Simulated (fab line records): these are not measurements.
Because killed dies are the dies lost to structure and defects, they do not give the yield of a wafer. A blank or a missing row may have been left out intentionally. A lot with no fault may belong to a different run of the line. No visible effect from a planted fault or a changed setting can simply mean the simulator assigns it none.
Chamber matching :: flow nand_harc :: 4 sister chambers for NHARC_A_WL_FILL_ALD_19 on ald_metal-03
The step deposits TiN, target thk 2 nm, pulse time 3 s, ald cycles 100. 14 wafers are shown with their chamber, then 7 later ones without.

## WAFERS PAIRED WITH THEIR CHAMBERS
wafer: L204.1
chamber: 0
heater_power_w (W): 1221
precursor_pulse_height_rel: 1.026

wafer: L204.2
chamber: 1
heater_power_w (W): 1165
precursor_pulse_height_rel: 1.011

wafer: L204.6
chamber: 2
heater_power_w (W): 969
precursor_pulse_height_rel: 0.996

wafer: L206.1
chamber: 0
heater_power_w (W): 1221
precursor_pulse_height_rel: 0.988

wafer: L206.3
chamber: 3
heater_power_w (W): 797
precursor_pulse_height_rel: 1.006

wafer: L206.6
chamber: 3
heater_power_w (W): 786
precursor_pulse_height_rel: 0.999

wafer: L208.1
chamber: 1
heater_power_w (W): 1144
precursor_pulse_height_rel: 1.023

wafer: L208.4
chamber: 3
heater_power_w (W): 802
precursor_pulse_height_rel: 0.966

wafer: L208.5
chamber: 2
heater_power_w (W): 985
precursor_pulse_height_rel: 1.019

wafer: L209.2
chamber: 3
heater_power_w (W): 791
precursor_pulse_height_rel: 0.996

wafer: L209.3
chamber: 0
heater_power_w (W): 1228
precursor_pulse_height_rel: 0.966

wafer: L209.4
chamber: 2
heater_power_w (W): 954
precursor_pulse_height_rel: 0.989

wafer: L215.2
chamber: 0
heater_power_w (W): 1230
precursor_pulse_height_rel: 0.994

wafer: L215.3
chamber: 2
heater_power_w (W): 969
precursor_pulse_height_rel: 1.019

SIGNATURES, as means of the wafers listed above
reading: heater_power_w
chamber 0: 1225.00
chamber 1: 1154.50
chamber 2: 969.25
chamber 3: 794.00
scatter within a chamber: 9.56

reading: precursor_pulse_height_rel
chamber 0: 0.99350
chamber 1: 1.01700
chamber 2: 1.00575
chamber 3: 0.99175
scatter within a chamber: 0.0189
Rule: a wafer's distance from a chamber is the root of the sum, over the readings, of the square of ((its reading less the chamber's mean) divided by the reading's scatter). If the next closest chamber is less than 2 further off than the closest, the wafer can't be placed; otherwise it belongs to the closest. The scatter is the square root of a quotient: the sum, over the shown wafers, of each reading's squared deviation from its chamber's mean, divided by wafers minus chambers.

## WAFERS WITH NO CHAMBER GIVEN
wafer: L215.5
heater_power_w (W): 1215
precursor_pulse_height_rel: 0.990

wafer: L225.1
heater_power_w (W): 1235
precursor_pulse_height_rel: 0.988

wafer: L225.2
heater_power_w (W): 968
precursor_pulse_height_rel: 0.949

wafer: L225.5
heater_power_w (W): 1266
precursor_pulse_height_rel: 0.952

wafer: L222.2
heater_power_w (W): 983
precursor_pulse_height_rel: 0.962

wafer: L222.4
heater_power_w (W): 1163
precursor_pulse_height_rel: 1.013

wafer: L222.6
heater_power_w (W): 957
precursor_pulse_height_rel: 0.973

## THE CHAMBER EACH PASSED THROUGH
wafer: L215.5
from the rows above: 0
in truth: 0

wafer: L225.1
from the rows above: 0
in truth: 0

wafer: L225.2
from the rows above: 2
in truth: 2

wafer: L225.5
from the rows above: 0
in truth: 0

wafer: L222.2
from the rows above: 2
in truth: 2

wafer: L222.4
from the rows above: 1
in truth: 1

wafer: L222.6
from the rows above: 2
in truth: 2
Correct placement for 7 of the 7. Left unplaced by these rows: 0. Number placed wrongly: 0.
